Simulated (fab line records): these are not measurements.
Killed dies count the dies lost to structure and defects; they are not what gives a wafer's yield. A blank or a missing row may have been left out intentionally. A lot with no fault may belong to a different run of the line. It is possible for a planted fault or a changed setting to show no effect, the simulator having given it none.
Which of the tools did it? ; flow nandHarc ; 24 lots with 72 wafers sampled at 5 steps, on a route of 1159 steps

== WHAT THE GAUGES READ, wafer by wafer ==
NHARC_P_M1_THK_MEAS_24: measures by xrf.
lot;measured;on;thkNm (nm)
L074;day 6 04:24;filmMetro-01;158.2 155.8 159.9
L075;day 6 17:04;filmMetro-01;158.7 159.2 158.2
L076;day 6 18:13;filmMetro-02;157.9 159.8 156.0
L077;day 6 18:35;filmMetro-02;159.9 160.5 161.2
L078;day 7 02:20;filmMetro-01;160.3 158.1 155.7
L079;day 7 10:59;filmMetro-02;152.8 157.1 156.5
L080;day 7 14:11;filmMetro-02;157.2 158.6 160.4
L081;day 7 14:30;filmMetro-02;158.8 154.0 156.6
L083;day 8 05:09;filmMetro-01;157.4 158.5 161.0
L084;day 8 05:17;filmMetro-01;157.3 154.7 158.5
L082;day 8 07:01;filmMetro-01;160.0 158.8 159.6
L085;day 8 22:56;filmMetro-01;157.8 160.2 158.0
L087;day 9 08:13;filmMetro-01;159.0 157.5 156.5
L086;day 9 09:35;filmMetro-02;158.4 159.2 160.0
L088;day 10 03:00;filmMetro-02;158.3 157.4 159.4
L089;day 10 06:47;filmMetro-01;158.1 157.6 158.3
L090;day 10 06:58;filmMetro-01;156.1 159.7 159.0
L091;day 10 08:32;filmMetro-01;158.3 158.2 158.5
L092;day 10 13:04;filmMetro-01;160.0 156.1 159.1
L093;day 10 13:10;filmMetro-02;156.3 155.5 157.8
L095;day 11 11:08;filmMetro-01;153.7 156.3 157.1
L094;day 11 11:48;filmMetro-02;159.4 157.4 157.0
L096;day 11 13:05;filmMetro-02;154.5 155.7 153.9
L097;day 11 13:23;filmMetro-02;159.4 159.5 157.9

NHARC_P_M1_INSPECT_27.
lot;measured;on;rawDefectCount
L074;day 6 04:34;defectInspect-01;278 164 198
L075;day 6 17:13;defectInspect-01;333 202 374
L076;day 6 18:23;defectInspect-01;185 233 268
L077;day 6 18:45;defectInspect-02;171 235 241
L078;day 7 02:30;defectInspect-02;195 246 337
L079;day 7 11:08;defectInspect-01;344 504 263
L080;day 7 14:22;defectInspect-02;338 265 406
L081;day 7 14:40;defectInspect-01;393 412 314
L083;day 8 05:19;defectInspect-02;183 274 178
L084;day 8 05:26;defectInspect-02;224 229 259
L082;day 8 07:11;defectInspect-02;259 278 206
L085;day 8 23:05;defectInspect-02;295 311 275
L087;day 9 08:23;defectInspect-01;394 636 611
L086;day 9 09:44;defectInspect-02;311 201 196
L088;day 10 03:10;defectInspect-01;235 404 372
L089;day 10 06:58;defectInspect-02;228 154 246
L090;day 10 07:07;defectInspect-02;153 176 172
L091;day 10 08:41;defectInspect-02;167 213 280
L092;day 10 13:14;defectInspect-01;204 310 256
L093;day 10 13:19;defectInspect-02;165 175 236
L095;day 11 11:17;defectInspect-02;389 217 254
L094;day 11 11:58;defectInspect-01;386 369 493
L096;day 11 13:15;defectInspect-01;218 233 250
L097;day 11 13:33;defectInspect-01;195 238 208

NHARC_P_M2_THK_MEAS_24: measures by xrf.
lot;measured;on;thkNm (nm)
L074;day 6 08:34;filmMetro-01;145.5 143.2 147.4
L075;day 6 21:29;filmMetro-02;146.9 144.8 144.7
L076;day 6 22:46;filmMetro-01;145.7 142.8 147.5
L077;day 6 22:58;filmMetro-01;144.9 146.0 147.6
L078;day 7 06:32;filmMetro-01;142.9 142.4 141.5
L079;day 7 15:49;filmMetro-01;142.9 144.5 145.6
L080;day 7 18:23;filmMetro-02;145.4 147.2 144.9
L081;day 7 18:46;filmMetro-02;142.4 144.3 144.7
L083;day 8 09:22;filmMetro-02;144.2 145.2 144.7
L084;day 8 09:40;filmMetro-02;143.8 144.5 144.6
L082;day 8 11:10;filmMetro-01;143.0 143.7 141.9
L085;day 9 03:15;filmMetro-01;145.1 146.8 147.2
L087;day 9 12:34;filmMetro-01;142.5 143.9 143.4
L086;day 9 13:56;filmMetro-02;146.7 144.8 146.1
L088;day 10 07:13;filmMetro-01;145.1 146.9 145.8
L089;day 10 11:07;filmMetro-01;145.9 142.9 144.5
L090;day 10 11:59;filmMetro-02;145.1 142.4 142.2
L091;day 10 12:46;filmMetro-01;143.9 145.6 146.0
L092;day 10 17:19;filmMetro-01;143.2 145.7 144.2
L093;day 10 17:27;filmMetro-02;143.4 144.2 144.8
L095;day 11 16:15;filmMetro-01;142.1 141.8 143.6
L094;day 11 16:25;filmMetro-02;145.6 143.8 146.2
L096;day 11 18:04;filmMetro-02;143.6 144.3 143.4
L097;day 11 18:25;filmMetro-02;141.6 142.1 145.6

NHARC_P_M2_INSPECT_27.
lot;measured;on;rawDefectCount
L074;day 6 08:44;defectInspect-01;193 411 228
L075;day 6 21:38;defectInspect-01;239 256 193
L076;day 6 22:55;defectInspect-02;298 162 237
L077;day 6 23:07;defectInspect-02;481 337 550
L078;day 7 06:41;defectInspect-02;341 225 326
L079;day 7 15:58;defectInspect-01;269 470 219
L080;day 7 18:32;defectInspect-02;256 280 325
L081;day 7 18:55;defectInspect-02;242 296 408
L083;day 8 09:31;defectInspect-02;204 409 259
L084;day 8 09:50;defectInspect-02;394 187 327
L082;day 8 11:20;defectInspect-02;347 245 288
L085;day 9 03:25;defectInspect-02;379 432 466
L087;day 9 12:43;defectInspect-01;255 195 247
L086;day 9 14:05;defectInspect-02;280 463 229
L088;day 10 07:23;defectInspect-01;185 232 185
L089;day 10 11:16;defectInspect-01;183 438 217
L090;day 10 12:08;defectInspect-01;284 277 225
L091;day 10 12:55;defectInspect-01;361 438 298
L092;day 10 17:28;defectInspect-01;506 341 412
L093;day 10 17:37;defectInspect-02;599 219 289
L095;day 11 16:24;defectInspect-02;195 156 206
L094;day 11 16:35;defectInspect-02;292 248 165
L096;day 11 18:13;defectInspect-01;390 344 262
L097;day 11 18:34;defectInspect-02;258 301 268

== WHICH TOOL RAN EACH LOT (tool, then ch and the chambers of the sampled wafers, then the start) ==
lot;NHARC_P_M0_PRE_CLEAN_31
L074;pecvd-04 ch 1,2, day 6 00:28
L075;pecvd-03 ch 1,2, day 6 12:55
L076;pecvd-04 ch 1,2, day 6 14:06
L077;pecvd-03 ch 0,1,2, day 6 14:43
L078;pecvd-04 ch 0,2, day 6 22:10
L079;pecvd-04 ch 0,1, day 7 07:05
L080;pecvd-04 ch 1,2, day 7 10:23
L081;pecvd-03 ch 1,2, day 7 10:32
L083;pecvd-02 ch 0,1,2, day 8 00:31
L084;pecvd-02 ch 0,2, day 8 01:07
L082;pecvd-03 ch 1,2, day 8 03:04
L085;pecvd-03 ch 0,1, day 8 19:02
L087;pecvd-03 ch 0,1, day 9 04:17
L086;pecvd-02 ch 0,2, day 9 05:38
L088;pecvd-03 ch 0,1,2, day 9 23:02
L089;pecvd-03 ch 0,1,2, day 10 02:47
L090;pecvd-04 ch 0,1, day 10 02:53
L091;pecvd-02 ch 0,2, day 10 04:22
L092;pecvd-03 ch 0,1,2, day 10 08:39
L093;pecvd-03 ch 0,2, day 10 09:06
L095;pecvd-04 ch 0,1,2, day 11 06:16
L094;pecvd-03 ch 0,2, day 11 07:43
L096;pecvd-04 ch 0, day 11 08:43
L097;pecvd-02 ch 0,1,2, day 11 09:15
- NHARC_P_M0_PRE_CLEAN_31: time 12 s.

== WHAT THE TOOLS THEMSELVES READ (means of the sampled wafers that have a number; where no wafer has one, the mark that the record gives instead) ==
NHARC_P_M0_PRE_CLEAN_31.
lot;tool;heaterPowerW (W)
L074;pecvd-04;564
L075;pecvd-03;656
L076;pecvd-04;593
L077;pecvd-03;624
L078;pecvd-04;671
L079;pecvd-04;706
L080;pecvd-04;655
L081;pecvd-03;648
L083;pecvd-02;705
L084;pecvd-02;661
L082;pecvd-03;683
L085;pecvd-03;657
L087;pecvd-03;677
L086;pecvd-02;715
L088;pecvd-03;673
L089;pecvd-03;648
L090;pecvd-04;628
L091;pecvd-02;677
L092;pecvd-03;606
L093;pecvd-03;669
L095;pecvd-04;634
L094;pecvd-03;636
L096;pecvd-04;587
L097;pecvd-02;676

== THE ANSWER, worked out from the rows above alone ==
Rule: the lots themselves supply what counts as usual. Put in order of their means at a reading, lots are off if they are a third of the lots or fewer, leave a main group of 4 or more, and stand apart from it by a gap of 3 or more times the standard deviation of the main group's means; of several such gaps the widest counts. The tables above print the reading to a certain number of digits; a main group whose means all agree to those digits is not used. A lot without any number at a reading at which 4 lots or more have one is off too. All remaining lots with rows at the step are treated as sound. First the gauges in route order, then the tools' own readings, where a lot's mean is used as printed above. At the first step where some lot is off, the reading lying furthest off is the one used; lots without a number count as furthest.
Across all readings shown, no lot is off: no conclusion can be drawn from this.

== WHAT THE SIMULATOR PUT IN ==
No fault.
